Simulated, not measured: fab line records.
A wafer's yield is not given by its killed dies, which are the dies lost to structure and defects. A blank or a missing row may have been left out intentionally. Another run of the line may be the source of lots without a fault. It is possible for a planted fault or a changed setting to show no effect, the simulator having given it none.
Comparing a struck lot with a sound one + flow n5-finfet + 16 out of 1938 route steps
Sound: wafers L865.1, L865.3, L865.6. Wafers struck: L872.1, L872.3, L872.5. At the end, the cause is stated.
Per side, at each step with rows, come the tool, then ch with its chambers, and then its first start. Under that, the readings that differ: sound wafers + struck wafers + difference of the means + sigmas: that difference in standard deviations of wafers without a fault.
alike: readings whose means differ by less than 2 such deviations, and words and numbers that are the same on both sides. not compared: withheld readings, readings that some wafer has no value for, bounds like >300 that may hide the same value, and numbers for which the record gives no deviation and whose values overlap.
The two part at a step that has a row with sigmas, a row that says differs or no value, or rows on one side only. When numbers do not overlap yet have no deviation, they are printed without sigmas and do not part them. A reading that every wafer of one side lacks parts them only if that side has two wafers or more.

N5_BEOL_M1_SPUTTER_48: material Cu, target thk 4.5 nm, time 8.29 s.
  sound: pvd-sputter-03 at day 9 04:02; struck: pvd-sputter-03 at day 10 17:08
  alike: chamber-pressure-pa, throttle-valve-pct
then, 7 steps without rows for these wafers: N5_BEOL_M1_ANNEAL_49 (time 240 s); N5_BEOL_M1_SPUTTER_79 (material Cu, target thk 4.5 nm, time 8.29 s); N5_BEOL_M1_ANNEAL_80 (time 240 s); N5_BEOL_M1_SPUTTER_81 (material Cu, target thk 4.5 nm, time 8.29 s); N5_BEOL_M1_ANNEAL_82 (time 240 s); N5_BEOL_M1_SPUTTER_86 (material Cu, target thk 4.5 nm, time 8.29 s); N5_BEOL_M1_ANNEAL_87 (time 240 s).
N5_BEOL_M1_SPUTTER_88: material Cu, target thk 4.5 nm, time 8.29 s.
  sound: pvd-sputter-03 at day 9 04:55; struck: pvd-sputter-03 at day 10 18:01
| reading                  | sound                   | struck                  | difference | sigmas |
|--------------------------|-------------------------|-------------------------|------------|--------|
| chamber-pressure-pa (Pa) | 0.07022 0.06981 0.06961 | 0.07038 0.07001 0.07016 | +0.00030   | +2     |
  alike: throttle-valve-pct
N5_BEOL_M1_ANNEAL_89: time 240 s.
  sound: pvd-sputter-03 at day 9 05:00; struck: pvd-sputter-03 at day 10 18:05
  alike: heater-power-w, susceptor_temp_C_max
N5_BEOL_M1_SPUTTER_90: material Cu, target thk 4.5 nm, time 8.29 s.
  sound: pvd-sputter-03 at day 9 05:08; struck: pvd-sputter-03 at day 10 18:14
  alike: chamber-pressure-pa, throttle-valve-pct
N5_BEOL_M1_ANNEAL_91: time 240 s.
  sound: pvd-sputter-03 at day 9 05:13; struck: pvd-sputter-03 at day 10 18:19
  alike: heater-power-w, susceptor_temp_C_max
N5_BEOL_M1_SPUTTER_92: material Cu, target thk 4.5 nm, time 8.29 s.
  sound: pvd-sputter-03 at day 9 05:22; struck: pvd-sputter-03 at day 10 18:27
| reading                  | sound                   | struck                | difference | sigmas |
|--------------------------|-------------------------|-----------------------|------------|--------|
| chamber-pressure-pa (Pa) | 0.06984 0.06988 0.06993 | 0.05595 0.056 0.05567 | -0.01401   | -88    |
| throttle-valve-pct (%)   | 29.8 30.4 29.8          | 34.2 33.6 33.7        | +3.8       | +5     |
then, 1 step without rows for these wafers: N5_BEOL_M1_ANNEAL_93 (time 240 s).
N5_BEOL_M4_RC_MEAS_101:
  sound on prober-01 ch 0, day 11 03:49; struck on prober-02 ch 0, day 12 11:20
  alike: DIBL_N, DIBL_P, IOFF_N, IOFF_P, ION_N, ION_P, SS_N, SS_P, VT_N, VT_P
N5_PASSIVATION_PROBE_49:
  rows exist in the record for the sound wafers here (prober-01, day 15 07:51), none for the struck ones

== WHERE THEY PART ==
Last at N5_PASSIVATION_PROBE_49 as far as this record goes, first at N5_BEOL_M1_SPUTTER_88.

WHY: whatever the simulator had introduced
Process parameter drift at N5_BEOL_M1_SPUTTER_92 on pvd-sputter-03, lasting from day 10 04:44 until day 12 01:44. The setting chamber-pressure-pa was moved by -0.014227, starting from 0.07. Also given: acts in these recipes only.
